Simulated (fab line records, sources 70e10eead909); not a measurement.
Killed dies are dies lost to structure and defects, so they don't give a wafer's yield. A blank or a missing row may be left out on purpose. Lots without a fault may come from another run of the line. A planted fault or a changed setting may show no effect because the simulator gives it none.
fab line records | flow nand_harc
record lots=5 wafers=15 last_day=33
route steps=1302 shown P_ZERO_WELL@14 END@1302
lots that met no fault: from a run of the same line without faults
start_h: hours from the record's first day to the start of the lot's first wafer shown | wait_h: hours since the lot's step before | " the same as in the row above | L1.1+2: a row that stands for several wafers | - no value, or no start given | * or withheld: withheld | < > ~ a bound
route shown NAME@n: a module of which the file shows steps, and the number in the route of the first | usual: mean/standard deviation of fault-free wafers | same: alike in all rows | chamber/n: place in a boat | sites: the reading at each site | _std_site: their standard deviation | _edge_site: outer sites' mean less inner sites' | radius_mm: how far each site lies from the wafer's centre | mask NAME#n: copy n | behind: the tool/chamber that last shaped the wafer | hold: why the lot was held/for how many hours/how that ended | device: the transistor (n, p or np) that didn't switch | end of line: the same wafers' tests at the end of the route | a step without rows: its recipe alone | killed: dies lost to structure and defects at the first sort, not the wafer's yield | map: a wafer's dies, x killed, . not, _ none there
set.NAME: the setting as run; set.NAME@STEP: as run at that earlier step | model.NAME: the simulator's own value behind a step, which no gauge read
lots at some steps of the route; a table a step, a row a wafer
services: from which hour (start_h, from the record's first day; less than 0 if before it) a tool's chamber was out of use, for how many hours, and why
## steps
# step NHARC_P_ZERO_WELL_CD_MEAS_11
# recipe target_cd_nm=500 landing_energy_ev=500
# usual cd_nm=499.3/2.1
# columns lot.wafer tool chamber start_h wait_h cd_nm
L290.2 cd_sem-01 0 51.14 - 500.6
L290.4 " 0 " " 497.3
L290.6 " 0 " " 499.1
L293.2 cd_sem-03 0 81.24 - 499.9
L293.4 " 0 " " 498.4
L293.6 " 0 " " 496.5
L294.3 cd_sem-02 0 91.24 - 497.8
L294.4 " 0 " " 498.1
L294.5 " 0 " " 499.3
L304.1 cd_sem-03 0 191.12 - 501.3
L304.3 " 0 " " 497.1
L304.6 " 0 " " 500.8
L307.2 cd_sem-03 0 221.24 - 499.2
L307.4 " 0 " " 499.2
L307.5 " 0 " " 498.1
# step NHARC_P_ZERO_WELL_HARDBAKE_12
# recipe temp_c=118 time_s=65
# step NHARC_P_ZERO_WELL_DESCUM_13
# recipe time_s=3 o2_flow_sccm=200 ar_flow_sccm=0 bias_power_w=0 chemistry=O2
# usual drypump_motor_current_A=5.8/0.41 oes_product_au=1.003/0.0099 rf_vpp_V=57.7/0.89 showerhead_plenum_p_Torr=1.91/0.068 throttle_valve_pct=11.311/0.009
# columns lot.wafer tool chamber start_h wait_h drypump_motor_current_A oes_product_au rf_hours_counter_h rf_vpp_V showerhead_plenum_p_Torr throttle_valve_pct
L290.4 rie_diel-03 3 51.29 - 5.9 0.982 34 55.9 1.80 11.313
L290.2 " 2 " " 5.0 1.010 35 57.9 1.95 11.310
L290.6 " 3 " " 5.9 0.989 - 56.8 1.80 11.280
L293.2 rie_diel-12 0 81.40 - 6.2 1.013 52 57.1 1.87 11.320
L293.4 " 1 " " 6.2 1.014 50 58.5 1.96 11.312
L293.6 " 0 " " 6.2 0.998 - 56.7 1.87 11.293
L294.3 rie_diel-05 1 91.49 - 6.1 0.999 10 57.4 1.82 11.327
L294.4 " 0 " " 5.7 0.997 8 57.5 1.93 11.311
L294.5 " 1 " " 6.1 0.996 - 57.4 1.82 11.314
L304.3 rie_diel-12 3 191.28 - 6.1 1.021 28 58.3 1.82 11.313
L304.1 " 0 " " 6.2 1.017 27 57.6 1.86 11.310
L304.6 " 3 " " 6.1 1.011 - 57.7 1.82 11.301
L307.2 rie_diel-12 2 221.41 - 5.6 1.009 32 57.6 1.95 11.307
L307.4 " 3 " " 6.1 0.996 38 57.7 1.82 11.323
L307.5 " 1 " " 6.2 0.997 - 55.0 1.95 11.306
# step NHARC_P_ZERO_WELL_ETCH_65
# recipe target_depth_a=800 overetch_a=240 time_s=87.88 ion_energy_ev=200 n2_flow_sccm=150 h2_flow_sccm=150 ar_flow_sccm=0 rf_w=400 bias_w=150 chemistry=N2/H2
# usual drypump_motor_current_A=5.9/0.4 oes_product_au=1.003/0.0093 rf_vpp_V=430.6/2.3 showerhead_plenum_p_Torr=2.04/0.077 throttle_valve_pct=14.170/0.0089
# columns lot.wafer tool chamber start_h wait_h drypump_motor_current_A oes_product_au rf_hours_counter_h rf_vpp_V showerhead_plenum_p_Torr throttle_valve_pct
L290.2 rie_diel-03 3 51.38 0.1 5.9 0.990 34 426.1 1.92 14.173
L290.4 " 2 " " 5.0 1.021 35 431.9 2.09 14.183
L290.6 " 0 " " 6.5 0.987 - 433.0 2.15 14.180
L293.4 rie_diel-12 0 81.48 0.1 6.2 0.997 52 429.4 2.00 14.166
L293.2 " 2 " " 5.6 1.005 58 431.2 2.09 14.180
L293.6 " 0 " " 6.2 1.007 - 428.8 2.00 14.175
L294.3 rie_diel-05 0 91.60 0.1 5.7 1.005 8 430.7 2.05 14.161
L294.4 " 3 " " 5.7 1.016 8 433.0 2.14 14.147
L294.5 " 0 " " 5.6 1.012 - 430.3 2.06 14.176
L304.3 rie_diel-12 2 191.36 0.1 5.6 0.999 25 432.4 2.08 14.172
L304.1 " 3 " " 6.1 0.998 28 427.9 1.94 14.187
L304.6 " 2 " " 5.6 1.008 - 431.3 2.08 14.178
L307.4 rie_diel-12 3 221.49 0.1 6.1 1.020 38 429.2 1.94 14.178
L307.2 " 0 " " 6.2 1.027 37 428.7 1.98 14.172
L307.5 " 2 " " 5.6 1.017 - 431.6 2.08 14.165
# step NHARC_P_ZERO_WELL_ETCH_62
# recipe target_depth_a=130 time_s=6.5 chf3_flow_sccm=50 ar_flow_sccm=200 rf_w=500 bias_w=200 chemistry=CHF3/Ar
# usual drypump_motor_current_A=5.9/0.4 oes_product_au=0.961/0.015 rf_vpp_V=370.6/1.9 showerhead_plenum_p_Torr=2.34/0.082 throttle_valve_pct=20.216/0.0089
# columns lot.wafer tool chamber start_h wait_h drypump_motor_current_A oes_product_au rf_hours_counter_h rf_vpp_V showerhead_plenum_p_Torr throttle_valve_pct
L290.2 rie_diel-03 2 - - 5.0 0.964 35 373.7 2.39 20.211
L290.4 " 3 " " 5.9 0.945 34 366.4 2.21 20.215
L290.6 " 1 " " 5.7 0.974 - 371.9 2.42 20.202
L293.4 rie_diel-12 3 - - 6.1 0.954 43 369.3 2.25 20.204
L293.2 " 2 " " 5.6 0.978 58 371.5 2.40 20.227
L293.6 " 0 " " 6.2 0.957 - 369.6 2.30 20.208
L294.3 rie_diel-05 0 - - 5.7 0.951 9 370.5 2.36 20.215
L294.4 " 1 " " 6.1 0.939 11 368.5 2.24 20.219
L294.5 " 2 " " 5.4 0.940 - 370.9 2.37 20.209
L304.1 rie_diel-12 2 - - 5.6 0.975 25 370.7 2.39 20.211
L304.3 " 3 " " 6.1 0.968 28 368.6 2.24 20.211
L304.6 " 1 " " 6.2 0.983 - 370.5 2.38 20.218
L307.4 rie_diel-12 2 - - 5.6 0.997 32 372.0 2.39 20.218
L307.2 " 0 " " 6.2 0.987 37 369.6 2.28 20.214
L307.5 " 2 " " 5.6 0.995 - 370.3 2.39 20.229
# step NHARC_P_ZERO_WELL_ETCH_63
# recipe target_depth_a=1200 time_s=40.1 hbr_flow_sccm=150 cl2_flow_sccm=50 rf_w=400 icp_w=400 bias_w=100 chemistry=HBr/Cl2
# usual drypump_motor_current_A=5.8/0.48 oes_product_au=0.997/0.011 throttle_valve_pct=26.407/0.0094
# columns lot.wafer tool chamber start_h wait_h drypump_motor_current_A oes_product_au rf_hours_counter_h throttle_valve_pct
L290.2 rie_si-06 1 51.55 - 5.9 0.986 1.04 26.407
L290.4 " 0 " " 6.1 0.983 1.06 26.421
L290.6 " 1 " " 5.9 0.983 - 26.413
L293.4 rie_si-06 1 81.65 - 5.9 0.987 0.00 26.407
L293.2 " 2 " " 5.6 0.986 0.00 26.416
L293.6 " 1 " " 5.9 0.994 - 26.411
L294.4 rie_si-04 2 91.89 - 5.0 1.000 0.60 26.407
L294.3 " 3 " " 6.3 1.006 0.48 26.392
L294.5 " 3 " " 6.3 0.997 - 26.398
L304.3 rie_si-02 2 191.54 - 5.5 1.007 0.49 26.406
L304.1 " 3 " " 5.8 0.974 0.55 26.397
L304.6 " 1 " " 6.0 1.006 - 26.401
L307.4 rie_si-02 1 221.64 - 6.0 1.016 0.76 26.410
L307.2 " 0 " " 4.8 0.997 0.78 26.403
L307.5 " 1 " " 6.0 1.022 - 26.426
# step NHARC_P_ZERO_WELL_STRIP_15
# recipe time_s=900 temp_c=130 chemistry=SPM
# step NHARC_P_ZERO_WELL_DEHYDRATE_16
# recipe temp_c=150 time_s=120
# step NHARC_P_ZERO_WELL_HMDS_17
# recipe time_s=30
# step NHARC_P_ZERO_WELL_COAT_18
# recipe spin_rpm=withheld
# step NHARC_P_ZERO_WELL_SOFTBAKE_19
# recipe temp_c=122 time_s=95
# step NHARC_P_ZERO_WELL_EBR_20
# step NHARC_P_ZERO_WELL_EXPOSE_21
# recipe na=0.6 target_cd_nm=720 dose_mj=22.31 mask_id=P_NWELL
# columns lot.wafer tool chamber start_h wait_h mask
L290.2+4+6 krf_scanner-01 0 52.32 - P_NWELL#0
L293.2+4+6 krf_scanner-03 0 82.30 - P_NWELL#0
L294.3+4+5 krf_scanner-03 0 92.54 - P_NWELL_R1#0
L304.1+3+6 krf_scanner-03 0 192.18 - P_NWELL#0
L307.2+4+5 krf_scanner-03 0 222.42 - P_NWELL#0
# step NHARC_P_ZERO_WELL_PEB_22
# recipe peb_temp_c=118 peb_time_s=85
# step NHARC_P_ZERO_WELL_DEVELOP_23
# recipe time_s=70
# step NHARC_P_ZERO_WELL_CD_MEAS_24
# recipe target_cd_nm=720 landing_energy_ev=500
# usual cd_nm=720.1/1.8
# columns lot.wafer tool chamber start_h wait_h cd_nm
L290.2 cd_sem-03 0 52.48 - 717.4
L290.4 " 0 " " 720.6
L290.6 " 0 " " 719.7
L293.2 cd_sem-03 0 82.45 - 718.2
L293.4 " 0 " " 721.7
L293.6 " 0 " " 721.0
L294.3 cd_sem-02 0 92.69 - 694.5
L294.4 " 0 " " 695.5
L294.5 " 0 " " 692.1
L304.1 cd_sem-01 0 192.33 - 721.3
L304.3 " 0 " " 723.4
L304.6 " 0 " " 721.1
L307.2 cd_sem-03 0 222.57 - 721.7
L307.4 " 0 " " 720.8
L307.5 " 0 " " 721.9
# step NHARC_P_ZERO_WELL_HARDBAKE_25
# recipe temp_c=125 time_s=80
# step NHARC_P_ZERO_WELL_DESCUM_26
# recipe time_s=3 o2_flow_sccm=200 ar_flow_sccm=0 bias_power_w=0 chemistry=O2
# usual drypump_motor_current_A=5.9/0.39 oes_product_au=1.004/0.0085 rf_vpp_V=57.8/0.83 showerhead_plenum_p_Torr=1.92/0.067 throttle_valve_pct=11.313/0.0091
# columns lot.wafer tool chamber start_h wait_h drypump_motor_current_A oes_product_au rf_hours_counter_h rf_vpp_V showerhead_plenum_p_Torr throttle_valve_pct model.P_ZERO_WELL.cd_nm
L290.2 rie_diel-03 2 52.63 - 4.9 1.016 35 58.9 1.95 11.311 717.8
L290.4 " 0 " " 6.5 0.977 31 58.8 2.02 11.307 719.9
L290.6 " 3 " " 5.9 0.998 - 57.8 1.80 11.309 719.5
L293.4 rie_diel-05 0 82.63 - 5.7 0.997 7 57.1 1.93 11.314 721.7
L293.2 " 1 " " 6.1 1.000 9 58.4 1.83 11.309 718.1
L293.6 " 0 " " 5.7 1.004 - 58.0 1.93 11.317 721
L294.3 rie_diel-05 0 92.91 - 5.7 1.004 9 57.3 1.93 11.321 694.5
L294.4 " 1 " " 6.1 1.010 11 56.6 1.82 11.320 695.2
L294.5 " 3 " " 5.7 1.003 - 57.4 2.00 11.318 691.9
L304.1 rie_diel-03 2 192.52 - 5.0 1.002 31 58.6 1.94 11.311 721.1
L304.3 " 3 " " 5.9 1.008 28 58.5 1.79 11.333 723
L304.6 " 1 " " 5.7 1.010 - 59.1 1.97 11.303 720.9
L307.4 rie_diel-05 0 222.73 - 5.7 0.999 57 57.8 1.91 11.317 720.3
L307.2 " 3 " " 5.7 0.994 53 58.5 1.99 11.310 721.5
L307.5 " 0 " " 5.7 0.997 - 58.3 1.91 11.305 721.5
# step NHARC_P_ZERO_WELL_IMPLANT_27
# recipe energy_kev=600 dose_cm2=1e+13 tilt_deg=7
# step NHARC_END_SORT_01
# recipe temp_c=25
# usual killed_at_array=65/19 killed_at_other=0.9/1.1 killed_at_periphery=3.5/2.3 killed_dies=69/19 killed_open=3.2/1.8 killed_short=2.4/1.5
# same gross_dies=677
# columns lot.wafer tool chamber start_h wait_h killed_at_array killed_at_other killed_at_periphery killed_dies killed_open killed_short
L290.2 prober-02 0 588.33 2.8 45 1 4 50 3 2
L290.4 prober-02 0 589.92 3.4 44 0 3 47 4 3
L290.6 prober-02 0 591.51 4.0 44 3 6 53 2 1
# killed by level:class
L290.2 A_SLIT:chamber_film_flake=26 A_CHANNEL_HOLE_D2:chamber_film_flake=8 A_STAIRCASE:chamber_film_flake=3 A_CHANNEL_HOLE_D1:chamber_film_flake=2 P_CONTACT:geometric_particle:open=1 A_ONON_D1:geometric_particle:short=1 A_ONON_D1:geometric_particle:open=1 A_ONON_D2:geometric_particle:short=1
L290.4 A_SLIT:chamber_film_flake=21 A_CHANNEL_HOLE_D2:chamber_film_flake=5 A_CONTACT:chamber_film_flake=5 A_STAIRCASE:chamber_film_flake=4 A_WL_FILL:geometric_particle:short=2 A_M0:geometric_particle:open=2 A_CHANNEL_HOLE_D1:chamber_film_flake=2 P_CONTACT:geometric_particle:open=1
L290.6 A_SLIT:chamber_film_flake=24 A_CONTACT:chamber_film_flake=7 A_CHANNEL_HOLE_D2:chamber_film_flake=4 A_STAIRCASE:chamber_film_flake=3 HYBRID_BOND:chamber_film_flake=3 P_STI:chamber_film_flake=2 P_M2:chamber_film_flake=2 A_CHANNEL_HOLE_D1:chamber_film_flake=2
## services
# columns tool chamber start_h hours kind
rie_diel-12 1 32.04 7.1 repair
rie_diel-03 - 39.57 0.3 repair
rie_diel-12 0 47.15 - clean
krf_scanner-03 - 52.00 4.0 pm
rie_diel-05 - 52.68 9.0 pm
rie_si-06 - 72.00 9.0 pm
krf_scanner-01 - 78.64 0.8 repair
rie_diel-12 - 93.42 9.0 pm
rie_si-06 0 96.61 19.9 repair
rie_si-02 - 100.00 9.0 pm
rie_diel-03 - 105.33 9.0 pm
rie_si-04 1 123.04 1.0 repair
rie_diel-12 - 124.37 0.7 repair
rie_si-06 - 130.93 4.6 repair
krf_scanner-01 - 140.00 4.0 pm
rie_si-04 1 140.68 5.8 repair
rie_diel-12 - 163.55 1.8 repair
rie_si-04 - 165.00 9.0 pm
krf_scanner-03 - 166.33 1.6 repair
rie_diel-05 2 179.32 6.6 repair
rie_diel-05 - 180.99 0.5 repair
rie_si-06 1 188.93 7.8 repair
rie_si-04 3 190.24 6.6 repair
rie_diel-03 2 213.34 8.4 repair
## key
first_sign step=NHARC_P_ZERO_WELL_EXPOSE_21 reading=mask direction=changed
effect step=NHARC_P_ZERO_WELL_CD_MEAS_24 reading=cd_nm direction=down sigmas=15 usual=720.1 struck=694.1
model_effect step=NHARC_P_ZERO_WELL_DESCUM_26 value=P_ZERO_WELL.cd_nm without=720.8 struck=693.9
met_at NHARC_P_ZERO_WELL_EXPOSE_21
struck_wafers L294.3,L294.4,L294.5
tester_left_out L294
onset_between 82.30 92.54
fault kind=wrong_mask tool=any chamber=- onset_h=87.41 steps=NHARC_P_ZERO_WELL_EXPOSE_21 aux_copy=P_NWELL_R1#0 cd_offset_nm=-26.947 scope=struck_lots_only
# tester_left_out: of these lots the tester's yield and bins aren't shown, on N5 and GAA mostly nor the transistor test; their killed dies are dies lost to structure and defects alone, not to doping, threshold or leakage, so they don't give the yield
